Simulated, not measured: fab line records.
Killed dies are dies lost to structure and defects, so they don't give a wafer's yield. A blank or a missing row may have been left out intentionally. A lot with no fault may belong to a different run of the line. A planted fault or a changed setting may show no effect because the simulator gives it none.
Matching of chambers | flow nand-harc | NHARC_A_STAIRCASE_DESCUM_219 on rie-diel-01: 4 sister chambers
The step chemistry O2, time 3 s. 22 wafers are shown with their chamber, then 11 later ones without.

WAFERS WITH THEIR CHAMBER
wafer  | chamber | showerhead-plenum-p-Torr (Torr) | drypump-motor-current-A (A) | rf-vpp-V (V)
L076.1 | 1       | 1.81                            | 5.4                         | 57.2
L076.2 | 2       | 1.95                            | 4.8                         | 57.6
L076.6 | 2       | 1.95                            | 4.8                         | 56.9
L079.2 | 0       | 2.00                            | 5.8                         | 57.1
L079.3 | 3       | 2.00                            | 5.2                         | 57.9
L079.5 | 1       | 1.81                            | 5.5                         | 58.7
L081.1 | 1       | 1.80                            | 5.5                         | 56.5
L081.4 | 2       | 1.94                            | 4.8                         | 57.2
L081.6 | 3       | 2.00                            | 5.2                         | 58.4
L084.1 | 2       | 1.94                            | 4.8                         | 57.2
L084.4 | 1       | 1.80                            | 5.5                         | 58.0
L084.6 | 3       | 2.00                            | 5.2                         | 57.9
L085.1 | 0       | 1.99                            | 5.8                         | 59.1
L085.3 | 2       | 1.94                            | 4.9                         | 57.2
L085.6 | 1       | 1.80                            | 5.5                         | 59.1
L089.1 | 0       | 1.99                            | 5.8                         | 58.6
L089.4 | 3       | 2.00                            | 5.2                         | 58.1
L089.5 | 0       | 1.99                            | 5.8                         | 59.6
L090.1 | 0       | 1.99                            | 5.8                         | 57.6
L090.3 | 2       | 1.94                            | 4.8                         | 57.9
L090.6 | 3       | 2.00                            | 5.2                         | 57.6
L091.2 | 0       | 1.99                            | 5.8                         | 58.6

SIGNATURES (means of the wafers above)
reading                  | chamber 0 | chamber 1 | chamber 2 | chamber 3 | scatter within a chamber
showerhead-plenum-p-Torr | 1.9917    | 1.8040    | 1.9433    | 2.0000    | 0.00432
drypump-motor-current-A  | 5.800     | 5.480     | 4.817     | 5.200     | 0.0301
rf-vpp-V                 | 58.433    | 57.900    | 57.333    | 57.980    | 0.74
Rule: for each reading, subtract the chamber's mean from the wafer's reading, divide by that reading's scatter and square the result; add these up over the readings and take the root, which gives the wafer's distance from the chamber. If the next closest chamber is less than 2 further off than the closest, the wafer can't be placed; otherwise it belongs to the closest. How the scatter is found: for the shown wafers, subtract from each reading the mean of its chamber, square and add these, divide the total by (wafers less chambers), then take the root.

WAFERS WITHOUT THEIR CHAMBER
wafer  | showerhead-plenum-p-Torr (Torr) | drypump-motor-current-A (A) | rf-vpp-V (V)
L091.4 | 1.80                            | 5.5                         | 56.1
L091.6 | 1.80                            | 5.5                         | 57.4
L092.2 | 1.80                            | 5.5                         | 57.3
L092.3 | 2.00                            | 5.2                         | 58.8
L092.6 | 1.80                            | 5.5                         | 57.4
L095.2 | 1.93                            | 4.8                         | 58.3
L095.5 | 1.99                            | 5.2                         | 57.8
L095.6 | 1.93                            | 4.8                         | 58.6
L097.3 | 1.99                            | 5.8                         | 56.8
L097.4 | 1.80                            | 5.4                         | 57.4
L097.6 | 1.99                            | 5.2                         | 56.9

CHAMBER TAKEN BY EACH
wafer  | from the rows above | in truth
L091.4 | 1                   | 1
L091.6 | 1                   | 1
L092.2 | 1                   | 1
L092.3 | 3                   | 3
L092.6 | 1                   | 1
L095.2 | 2                   | 2
L095.5 | 3                   | 3
L095.6 | 2                   | 2
L097.3 | 0                   | 0
L097.4 | 1                   | 1
L097.6 | 3                   | 3
Correctly placed: 11 of 11. Number that these rows cannot place: 0. 0 placed wrongly.
